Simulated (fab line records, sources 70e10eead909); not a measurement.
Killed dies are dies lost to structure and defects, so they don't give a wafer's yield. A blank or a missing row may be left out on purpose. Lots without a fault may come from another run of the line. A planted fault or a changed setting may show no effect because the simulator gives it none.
fab line records | flow nand_harc | part 2 of 2: steps 25 to 33 of 33
record lots=5 wafers=15 last_day=30
route steps=1302 shown P_ZERO_WELL@31
lots that met no fault: from a run of the same line without faults
start_h: hours from the record's first day to the start of the lot's first wafer shown | wait_h: hours since the lot's step before | " the same as in the row above | L1.1+2: a row that stands for several wafers | - no value, or no start given | * or withheld: withheld | < > ~ a bound
route shown NAME@n: a module of which the file shows steps, and the number in the route of the first | usual: mean/standard deviation of fault-free wafers | same: alike in all rows | chamber/n: place in a boat | sites: the reading at each site | _std_site: their standard deviation | _edge_site: outer sites' mean less inner sites' | radius_mm: how far each site lies from the wafer's centre | mask NAME#n: copy n | behind: the tool/chamber that last shaped the wafer | hold: why the lot was held/for how many hours/how that ended | device: the transistor (n, p or np) that didn't switch | end of line: the same wafers' tests at the end of the route | a step without rows: its recipe alone | killed: dies lost to structure and defects at the first sort, not the wafer's yield | map: a wafer's dies, x killed, . not, _ none there
set.NAME: the setting as run; set.NAME@STEP: as run at that earlier step | model.NAME: the simulator's own value behind a step, which no gauge read
lots at some steps of the route; a table a step, a row a wafer
services: from which hour (start_h, from the record's first day; less than 0 if before it) a tool's chamber was out of use, for how many hours, and why
## steps
# step NHARC_P_ZERO_WELL_EBR_48
# usual chill_plate_temp_C=23.00/0.11
# columns lot.wafer tool chamber start_h wait_h chill_plate_temp_C
L078.2 litho_track-07 0 - - 23.05
L078.4 " 0 " " 22.88
L078.6 " 0 " " 22.87
L079.2 litho_track-02 0 - - 23.17
L079.4 " 0 " " 23.09
L079.6 " 0 " " 23.11
L080.1 litho_track-03 0 - - 22.93
L080.3 " 0 " " 22.97
L080.6 " 0 " " 22.78
L082.1 litho_track-02 0 - - 23.01
L082.4 " 0 " " 23.21
L082.5 " 0 " " 22.99
L086.2 litho_track-03 0 - - 23.14
L086.5 " 0 " " 23.06
L086.6 " 0 " " 22.96
# step NHARC_P_ZERO_WELL_EXPOSE_49
# recipe na=0.6 target_cd_nm=2000 dose_mj=22.64 mask_id=P_HVPW
# columns lot.wafer tool chamber start_h wait_h mask
L078.2+4+6 krf_scanner-03 0 65.58 - P_HVPW#0
L079.2+4+6 krf_scanner-01 0 75.65 - P_HVPW#0
L080.1+3+6 krf_scanner-02 0 85.89 - P_HVPW#0
L082.1+4+5 krf_scanner-02 0 105.71 - P_HVPW#0
L086.2+5+6 krf_scanner-03 0 145.54 - P_HVPW#0
# step NHARC_P_ZERO_WELL_PEB_50
# recipe peb_temp_c=118 peb_time_s=85
# usual chill_plate_temp_C=23.00/0.11
# columns lot.wafer tool chamber start_h wait_h chill_plate_temp_C
L078.2 litho_track-02 0 65.65 0.1 22.79
L078.4 " 0 " " 22.89
L078.6 " 0 " " 23.00
L079.2 litho_track-07 0 75.72 0.1 23.04
L079.4 " 0 " " 23.13
L079.6 " 0 " " 23.05
L080.1 litho_track-02 0 85.95 0.1 23.07
L080.3 " 0 " " 22.90
L080.6 " 0 " " 22.93
L082.1 litho_track-02 0 105.78 0.1 22.86
L082.4 " 0 " " 22.92
L082.5 " 0 " " 23.05
L086.2 litho_track-02 0 145.60 0.1 22.93
L086.5 " 0 " " 22.83
L086.6 " 0 " " 22.94
# step NHARC_P_ZERO_WELL_DEVELOP_51
# recipe time_s=70
# usual chill_plate_temp_C=23.03/0.097
# same time_s=70
# columns lot.wafer tool chamber start_h wait_h chill_plate_temp_C
L078.2 litho_track-02 0 - - 23.15
L078.4 " 0 " " 23.03
L078.6 " 0 " " 23.01
L079.2 litho_track-07 0 - - 22.97
L079.4 " 0 " " 23.15
L079.6 " 0 " " 23.10
L080.1 litho_track-02 0 - - 22.99
L080.3 " 0 " " 23.11
L080.6 " 0 " " 23.15
L082.1 litho_track-02 0 - - 23.12
L082.4 " 0 " " 23.04
L082.5 " 0 " " 22.96
L086.2 litho_track-02 0 - - 22.99
L086.5 " 0 " " 23.08
L086.6 " 0 " " 23.20
# step NHARC_P_ZERO_WELL_CD_MEAS_52
# recipe target_cd_nm=2000 landing_energy_ev=500
# usual cd_nm=1999.5/1.6
# columns lot.wafer tool chamber start_h wait_h cd_nm
L078.2 cd_sem-01 0 65.74 - 1997.3
L078.4 " 0 " " 1997.0
L078.6 " 0 " " 1998.5
L079.2 cd_sem-02 0 75.81 - 1998.7
L079.4 " 0 " " 1999.8
L079.6 " 0 " " 1997.0
L080.1 cd_sem-03 0 86.04 - 2001.7
L080.3 " 0 " " 2001.6
L080.6 " 0 " " 2002.9
L082.1 cd_sem-01 0 105.87 - 1996.2
L082.4 " 0 " " 1998.8
L082.5 " 0 " " 1999.3
L086.2 cd_sem-03 0 145.69 - 2001.2
L086.5 " 0 " " 1999.8
L086.6 " 0 " " 1996.9
# step NHARC_P_ZERO_WELL_HARDBAKE_53
# recipe temp_c=125 time_s=80
# usual chill_plate_temp_C=23.00/0.12
# same time_s=80
# columns lot.wafer tool chamber start_h wait_h chill_plate_temp_C
L078.2 litho_track-07 0 65.82 - 22.99
L078.4 " 0 " " 22.94
L078.6 " 0 " " 22.90
L079.2 litho_track-03 0 75.89 - 22.88
L079.4 " 0 " " 23.00
L079.6 " 0 " " 22.92
L080.1 litho_track-03 0 86.12 - 22.76
L080.3 " 0 " " 23.01
L080.6 " 0 " " 22.96
L082.1 litho_track-02 0 105.95 - 22.88
L082.4 " 0 " " 22.99
L082.5 " 0 " " 22.84
L086.2 litho_track-03 0 145.78 - 22.91
L086.5 " 0 " " 22.77
L086.6 " 0 " " 22.93
# step NHARC_P_ZERO_WELL_DESCUM_54
# recipe time_s=3 o2_flow_sccm=200 ar_flow_sccm=0 bias_power_w=0 chemistry=O2
# usual drypump_motor_current_A=5.9/0.63 mfc_ar_sccm=0.006/0.011 oes_product_au=1.001/0.0089 rf_vpp_V=57.8/0.93 showerhead_plenum_p_Torr=1.91/0.067 throttle_valve_pct=11.312/0.0099
# same time_s=3
# columns lot.wafer tool chamber start_h wait_h drypump_motor_current_A mfc_ar_sccm oes_product_au rf_hours_counter_h rf_vpp_V showerhead_plenum_p_Torr throttle_valve_pct
L078.2 rie_diel-01 2 65.89 - 4.8 0 1.008 3 57.9 1.92 11.310
L078.4 " 1 " " 6.4 0.032 0.989 12 57.3 1.85 11.318
L078.6 " 3 " " 6.2 0 1.006 - 58.6 1.92 11.300
L079.4 rie_diel-10 0 75.98 - 5.3 0 0.992 1 57.7 1.89 11.311
L079.2 " 2 " " 5.1 0 1.001 0 56.9 1.86 11.305
L079.6 " 0 " " 5.3 0 1.007 - 58.2 1.89 11.307
L080.3 rie_diel-01 2 86.21 - 4.8 0 1.012 11 58.6 1.92 11.307
L080.1 " 0 " " 6.7 0 1.005 22 59.1 2.01 11.318
L080.6 " 3 " " 6.1 0 1.012 - 58.1 1.92 11.307
L082.1 rie_diel-01 3 106.04 - 6.2 0 1.002 27 58.1 1.92 11.310
L082.4 " 0 " " 6.7 0 0.995 27 58.2 2.01 11.300
L082.5 " 3 " " 6.2 0 1.002 - 58.6 1.92 11.318
L086.2 rie_diel-06 3 145.90 - 5.4 0 0.988 1 56.6 1.90 11.311
L086.5 " 0 " " 6.8 0 1.007 - 59.0 1.88 11.320
L086.6 " 1 " " 6.1 0.009 0.993 - 58.6 1.96 11.302
# step NHARC_P_ZERO_WELL_IMPLANT_55
# recipe energy_kev=180 dose_cm2=8e+11 tilt_deg=7
# usual dose_ions_cm2=7.999e+11/7.8e+08
# same implant_ion_amu=11
# columns lot.wafer tool chamber start_h wait_h dose_ions_cm2
L078.2 implanter-02 0 66.07 0.2 7.994e+11
L078.4 " 0 " " 7.989e+11
L078.6 " 0 " " 7.991e+11
L079.2 implanter-01 0 76.14 0.1 7.995e+11
L079.4 " 0 " " 8.002e+11
L079.6 " 0 " " 7.987e+11
L080.1 implanter-02 0 86.35 0.1 7.989e+11
L080.3 " 0 " " 8.007e+11
L080.6 " 0 " " 7.997e+11
L082.1 implanter-01 0 106.17 0.1 7.99e+11
L082.4 " 0 " " 7.991e+11
L082.5 " 0 " " 7.993e+11
L086.2 implanter-01 0 146.04 0.1 7.983e+11
L086.5 " 0 " " 8.013e+11
L086.6 " 0 " " 7.998e+11
# step NHARC_P_ZERO_WELL_IMPLANT_61
# recipe energy_kev=30 dose_cm2=5e+11 tilt_deg=7
# usual dose_ions_cm2=4.999e+11/5.3e+08
# same implant_ion_amu=11
# columns lot.wafer tool chamber start_h wait_h dose_ions_cm2
L078.2 implanter-02 0 66.25 0.2 5e+11
L078.4 " 0 " " 4.994e+11
L078.6 " 0 " " 4.995e+11
L079.2 implanter-01 0 76.33 0.2 5.001e+11
L079.4 " 0 " " 5.004e+11
L079.6 " 0 " " 4.994e+11
L080.1 implanter-02 0 86.53 0.2 5e+11
L080.3 " 0 " " 4.998e+11
L080.6 " 0 " " 4.997e+11
L082.1 implanter-01 0 106.35 0.2 5.002e+11
L082.4 " 0 " " 5.002e+11
L082.5 " 0 " " 5.002e+11
L086.2 implanter-01 0 146.22 0.2 5e+11
L086.5 " 0 " " 4.999e+11
L086.6 " 0 " " 5.006e+11
## services
# columns tool chamber start_h hours kind
krf_scanner-02 - 44.67 3.1 repair
rie_diel-06 1 45.70 15.8 repair
krf_scanner-03 - 52.00 4.0 pm
litho_track-02 - 52.00 7.0 pm
rie_diel-01 1 54.56 3.8 repair
rie_diel-06 0 60.24 - clean
rie_diel-10 - 65.56 9.0 pm
wet_bench-02 - 68.00 8.0 pm
rie_diel-06 3 72.08 14.6 repair
krf_scanner-02 - 74.36 0.4 repair
litho_track-07 - 76.00 7.0 pm
krf_scanner-02 - 86.08 5.8 repair
implanter-02 - 90.71 1.3 repair
krf_scanner-02 - 94.00 4.0 pm
litho_track-03 - 100.00 7.0 pm
rie_diel-06 - 106.07 0.4 repair
rie_diel-01 0 109.05 4.0 repair
krf_scanner-02 - 126.58 2.2 repair
rie_diel-06 - 130.26 9.0 pm
krf_scanner-03 - 135.84 2.8 repair
rie_diel-01 - 136.20 0.4 repair
krf_scanner-01 - 140.00 4.0 pm
krf_scanner-02 - 143.32 0.5 repair
implanter-02 - 146.00 13.0 pm
